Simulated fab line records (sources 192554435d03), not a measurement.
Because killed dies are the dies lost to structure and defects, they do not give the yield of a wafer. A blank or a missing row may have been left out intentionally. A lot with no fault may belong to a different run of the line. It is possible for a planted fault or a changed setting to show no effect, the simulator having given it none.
2 desks, one fault / flow n5 finfet / numbers are kept per desk, each desk with only its own; the story behind them comes last

## FROM THE METROLOGY DESK
Lot by lot, what the gauges showed, no matter which tool ran the lot: averages of those sampled wafers that carry a number. Marked OUT: a lot whose mean sits more than 4 standard deviations from the usual mean, which makes it out of limits; the brackets give that distance.
Columns: A = M13_THK at N5_BEOL_M13_THK_MEAS_50, usual 423 nm
lot=L460; first seen here=day 11 06:37; A=427
lot=L461; first seen here=day 11 07:29; A=429
lot=L462; first seen here=day 11 10:09; A=436
lot=L464; first seen here=day 11 22:58; A=413
lot=L467; first seen here=day 12 12:43; A=420
lot=L472; first seen here=day 13 19:16; A=417
lot=L474; first seen here=day 14 01:10; A=417
lot=L475; first seen here=day 14 08:55; A=431
lot=L478; first seen here=day 16 06:52; A=424
lot=L483; first seen here=day 16 19:02; A=422
lot=L482; first seen here=day 17 20:02; A=415
This desk's verdict: no lot among the 11 shows anything out of limits.

## TOOL OWNER'S DESK, litho track-04
The tool's own readings at N5_BEOL_M14_COAT_04 (resist thk 800 nm): means of the sampled wafers that have a number, for each lot that ran on this tool. Marked OUT: a lot whose mean sits more than 4 standard deviations from the usual mean, which makes it out of limits; the brackets give that distance.
Columns: A = spin speed rpm at N5_BEOL_M14_COAT_04, usual 1704.1 rpm
lot=L462; first seen here=day 11 10:34; A=1704.8
lot=L464; first seen here=day 11 23:23; A=1703.7
lot=L467; first seen here=day 12 13:08; A=1703.4
lot=L472; first seen here=day 13 19:40; A=1757.6 (+49) OUT
This desk's verdict: out of limits on L472, starting with L472 at day 13 19:40 (spin speed rpm at N5_BEOL_M14_COAT_04). L462, L464, L467: within limits.

## PUT TOGETHER
The tool owner's desk had the chance to raise an alarm at day 13 19:40 on L472.
From the metrology desk's view, nothing was out of limits.
The metrology desk holds a record of L472, inside its limits.
All the named lots went through N5_BEOL_M14_COAT_04 on litho track-04.

## WHAT THE SIMULATOR HAD INSERTED
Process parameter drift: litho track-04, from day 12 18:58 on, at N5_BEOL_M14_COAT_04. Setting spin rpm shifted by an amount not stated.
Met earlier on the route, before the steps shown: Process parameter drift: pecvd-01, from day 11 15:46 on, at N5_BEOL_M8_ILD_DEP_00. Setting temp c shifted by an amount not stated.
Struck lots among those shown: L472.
How many hours passed from the start of the fault until each desk's first out-of-limits reading: the tool owner's desk, 25.
